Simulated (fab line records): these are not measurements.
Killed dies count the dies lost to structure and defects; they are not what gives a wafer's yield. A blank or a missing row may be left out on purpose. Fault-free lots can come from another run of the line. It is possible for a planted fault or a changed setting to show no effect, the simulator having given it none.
Chamber matching / flow n5-finfet / rie-diel-05 running N5_FIN_SAQP_SPACER2_ETCHBACK_29: 4 sister chambers
The step etches SiO2 in CHF3/O2, target depth 12.2 nm, time 6.1 s. 22 wafers are shown with their chamber, then 11 later ones without.

== WAFERS, EACH WITH ITS CHAMBER ==
wafer=L074.3; chamber=1; drypump-motor-current-A (A)=6.1; showerhead-plenum-p-Torr (Torr)=2.48; rf-vpp-V (V)=522
wafer=L074.4; chamber=0; drypump-motor-current-A (A)=5.4; showerhead-plenum-p-Torr (Torr)=2.39; rf-vpp-V (V)=536
wafer=L074.6; chamber=0; drypump-motor-current-A (A)=5.4; showerhead-plenum-p-Torr (Torr)=2.39; rf-vpp-V (V)=536
wafer=L076.2; chamber=1; drypump-motor-current-A (A)=6.1; showerhead-plenum-p-Torr (Torr)=2.47; rf-vpp-V (V)=522
wafer=L076.3; chamber=0; drypump-motor-current-A (A)=5.4; showerhead-plenum-p-Torr (Torr)=2.39; rf-vpp-V (V)=537
wafer=L076.4; chamber=2; drypump-motor-current-A (A)=5.7; showerhead-plenum-p-Torr (Torr)=2.52; rf-vpp-V (V)=542
wafer=L078.1; chamber=0; drypump-motor-current-A (A)=5.3; showerhead-plenum-p-Torr (Torr)=2.39; rf-vpp-V (V)=536
wafer=L078.4; chamber=2; drypump-motor-current-A (A)=5.7; showerhead-plenum-p-Torr (Torr)=2.52; rf-vpp-V (V)=544
wafer=L078.5; chamber=0; drypump-motor-current-A (A)=5.3; showerhead-plenum-p-Torr (Torr)=2.39; rf-vpp-V (V)=536
wafer=L083.4; chamber=0; drypump-motor-current-A (A)=5.3; showerhead-plenum-p-Torr (Torr)=2.38; rf-vpp-V (V)=535
wafer=L083.5; chamber=2; drypump-motor-current-A (A)=5.7; showerhead-plenum-p-Torr (Torr)=2.51; rf-vpp-V (V)=543
wafer=L083.6; chamber=3; drypump-motor-current-A (A)=6.1; showerhead-plenum-p-Torr (Torr)=2.38; rf-vpp-V (V)=527
wafer=L084.2; chamber=2; drypump-motor-current-A (A)=5.7; showerhead-plenum-p-Torr (Torr)=2.51; rf-vpp-V (V)=542
wafer=L084.4; chamber=0; drypump-motor-current-A (A)=5.3; showerhead-plenum-p-Torr (Torr)=2.38; rf-vpp-V (V)=534
wafer=L084.6; chamber=2; drypump-motor-current-A (A)=5.7; showerhead-plenum-p-Torr (Torr)=2.51; rf-vpp-V (V)=541
wafer=L086.2; chamber=1; drypump-motor-current-A (A)=6.1; showerhead-plenum-p-Torr (Torr)=2.47; rf-vpp-V (V)=524
wafer=L086.5; chamber=3; drypump-motor-current-A (A)=6.1; showerhead-plenum-p-Torr (Torr)=2.38; rf-vpp-V (V)=526
wafer=L086.6; chamber=0; drypump-motor-current-A (A)=5.4; showerhead-plenum-p-Torr (Torr)=2.38; rf-vpp-V (V)=535
wafer=L088.1; chamber=3; drypump-motor-current-A (A)=6.1; showerhead-plenum-p-Torr (Torr)=2.38; rf-vpp-V (V)=526
wafer=L088.2; chamber=2; drypump-motor-current-A (A)=5.7; showerhead-plenum-p-Torr (Torr)=2.51; rf-vpp-V (V)=542
wafer=L088.3; chamber=0; drypump-motor-current-A (A)=5.4; showerhead-plenum-p-Torr (Torr)=2.38; rf-vpp-V (V)=536
wafer=L089.2; chamber=0; drypump-motor-current-A (A)=5.3; showerhead-plenum-p-Torr (Torr)=2.38; rf-vpp-V (V)=535

SIGNATURES, as means of the wafers listed above
reading=drypump-motor-current-A; chamber 0=5.350; chamber 1=6.100; chamber 2=5.700; chamber 3=6.100; scatter within a chamber=0.0373
reading=showerhead-plenum-p-Torr; chamber 0=2.3850; chamber 1=2.4733; chamber 2=2.5133; chamber 3=2.3800; scatter within a chamber=0.005
reading=rf-vpp-V; chamber 0=535.60; chamber 1=522.67; chamber 2=542.33; chamber 3=526.33; scatter within a chamber=0.915
Rule: a wafer lies at a distance from a chamber equal to the root of the sum of squares, over the readings, of (its reading less the chamber's mean, divided by the reading's scatter). The wafer belongs to the nearest chamber; if the next one is less than 2 further off, it can't be placed. The scatter: the root of (the sum of the squares of (reading less its chamber's mean) over the shown wafers, divided by (wafers less chambers)).

== WAFERS WITH NO CHAMBER GIVEN ==
wafer=L089.4; drypump-motor-current-A (A)=6.1; showerhead-plenum-p-Torr (Torr)=2.47; rf-vpp-V (V)=525
wafer=L089.6; drypump-motor-current-A (A)=5.7; showerhead-plenum-p-Torr (Torr)=2.51; rf-vpp-V (V)=542
wafer=L090.1; drypump-motor-current-A (A)=6.1; showerhead-plenum-p-Torr (Torr)=2.38; rf-vpp-V (V)=525
wafer=L090.3; drypump-motor-current-A (A)=6.1; showerhead-plenum-p-Torr (Torr)=2.47; rf-vpp-V (V)=525
wafer=L090.5; drypump-motor-current-A (A)=5.4; showerhead-plenum-p-Torr (Torr)=2.38; rf-vpp-V (V)=537
wafer=L094.2; drypump-motor-current-A (A)=6.1; showerhead-plenum-p-Torr (Torr)=2.37; rf-vpp-V (V)=525
wafer=L094.3; drypump-motor-current-A (A)=5.7; showerhead-plenum-p-Torr (Torr)=2.50; rf-vpp-V (V)=541
wafer=L094.5; drypump-motor-current-A (A)=6.1; showerhead-plenum-p-Torr (Torr)=2.46; rf-vpp-V (V)=524
wafer=L095.1; drypump-motor-current-A (A)=6.1; showerhead-plenum-p-Torr (Torr)=2.46; rf-vpp-V (V)=524
wafer=L095.2; drypump-motor-current-A (A)=6.1; showerhead-plenum-p-Torr (Torr)=2.37; rf-vpp-V (V)=525
wafer=L095.4; drypump-motor-current-A (A)=5.7; showerhead-plenum-p-Torr (Torr)=2.50; rf-vpp-V (V)=541

== CHAMBER TAKEN BY EACH ==
wafer=L089.4; from the rows above=1; in truth=1
wafer=L089.6; from the rows above=2; in truth=2
wafer=L090.1; from the rows above=3; in truth=3
wafer=L090.3; from the rows above=1; in truth=1
wafer=L090.5; from the rows above=0; in truth=0
wafer=L094.2; from the rows above=3; in truth=3
wafer=L094.3; from the rows above=2; in truth=2
wafer=L094.5; from the rows above=1; in truth=1
wafer=L095.1; from the rows above=1; in truth=1
wafer=L095.2; from the rows above=3; in truth=3
wafer=L095.4; from the rows above=2; in truth=2
Correct placement for 11 of the 11. Left unplaced by these rows: 0. Number placed wrongly: 0.
